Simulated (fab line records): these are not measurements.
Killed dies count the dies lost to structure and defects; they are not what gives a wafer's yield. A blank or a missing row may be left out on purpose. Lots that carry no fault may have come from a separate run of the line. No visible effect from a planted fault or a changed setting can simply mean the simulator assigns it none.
Matching of chambers :: flow nandHarc :: 3 sister chambers for NHARC_P_M2_PRE_CLEAN_32 on pecvd-04
The step time 12 s. 6 wafers are shown with their chamber, then 12 later ones without.

## WAFERS, EACH WITH ITS CHAMBER
wafer: L089.2
chamber: 2
heaterPowerW (W): 722
heaterPowerOuterW (W): 405

wafer: L090.1
chamber: 1
heaterPowerW (W): 701
heaterPowerOuterW (W): 382

wafer: L090.5
chamber: 0
heaterPowerW (W): 598
heaterPowerOuterW (W): 339

wafer: L091.2
chamber: 1
heaterPowerW (W): 770
heaterPowerOuterW (W): 424

wafer: L091.3
chamber: 2
heaterPowerW (W): 692
heaterPowerOuterW (W): 391

wafer: L091.4
chamber: 0
heaterPowerW (W): 546
heaterPowerOuterW (W): 307

## WAFERS WITH NO CHAMBER GIVEN
wafer: L092.1
heaterPowerW (W): 675
heaterPowerOuterW (W): 372

wafer: L092.2
heaterPowerW (W): 724
heaterPowerOuterW (W): 407

wafer: L092.4
heaterPowerW (W): 663
heaterPowerOuterW (W): 369

wafer: L095.2
heaterPowerW (W): 732
heaterPowerOuterW (W): 421

wafer: L095.3
heaterPowerW (W): 765
heaterPowerOuterW (W): 434

wafer: L095.6
heaterPowerW (W): 707
heaterPowerOuterW (W): 418

wafer: L097.2
heaterPowerW (W): 739
heaterPowerOuterW (W): 423

wafer: L097.3
heaterPowerW (W): 727
heaterPowerOuterW (W): 386

wafer: L097.5
heaterPowerW (W): 751
heaterPowerOuterW (W): 443

wafer: L096.3
heaterPowerW (W): 695
heaterPowerOuterW (W): 378

wafer: L096.4
heaterPowerW (W): 551
heaterPowerOuterW (W): 301

wafer: L096.6
heaterPowerW (W): 690
heaterPowerOuterW (W): 375

## WHICH CHAMBER EACH WENT THROUGH
wafer: L092.1
from the rows above: can't be placed: 2 or 1
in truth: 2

wafer: L092.2
from the rows above: can't be placed: 1 or 2
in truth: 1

wafer: L092.4
from the rows above: can't be placed: 2 or 1 or 0
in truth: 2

wafer: L095.2
from the rows above: can't be placed: 1 or 2
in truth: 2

wafer: L095.3
from the rows above: can't be placed: 1 or 2
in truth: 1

wafer: L095.6
from the rows above: can't be placed: 2 or 1
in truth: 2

wafer: L097.2
from the rows above: can't be placed: 1 or 2
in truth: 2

wafer: L097.3
from the rows above: can't be placed: 2 or 1
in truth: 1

wafer: L097.5
from the rows above: can't be placed: 1 or 2
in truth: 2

wafer: L096.3
from the rows above: can't be placed: 2 or 1
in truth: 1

wafer: L096.4
from the rows above: 0
in truth: 0

wafer: L096.6
from the rows above: can't be placed: 2 or 1
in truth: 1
1 of 12 placed correctly. These rows do not allow placing 11 (true chamber among the candidates in 11). Number placed wrongly: 0.
How it was worked out, from the rows above alone: a wafer's distance from a chamber is the root of the sum, over the readings, of the square of ((its reading less the chamber's mean) divided by the reading's scatter). The wafer belongs to the nearest chamber; if the next one is less than 2 further off, it can't be placed. Each chamber's mean is taken over the wafers shown for it. How the scatter is found: for the shown wafers, subtract from each reading the mean of its chamber, square and add these, divide the total by (wafers less chambers), then take the root.
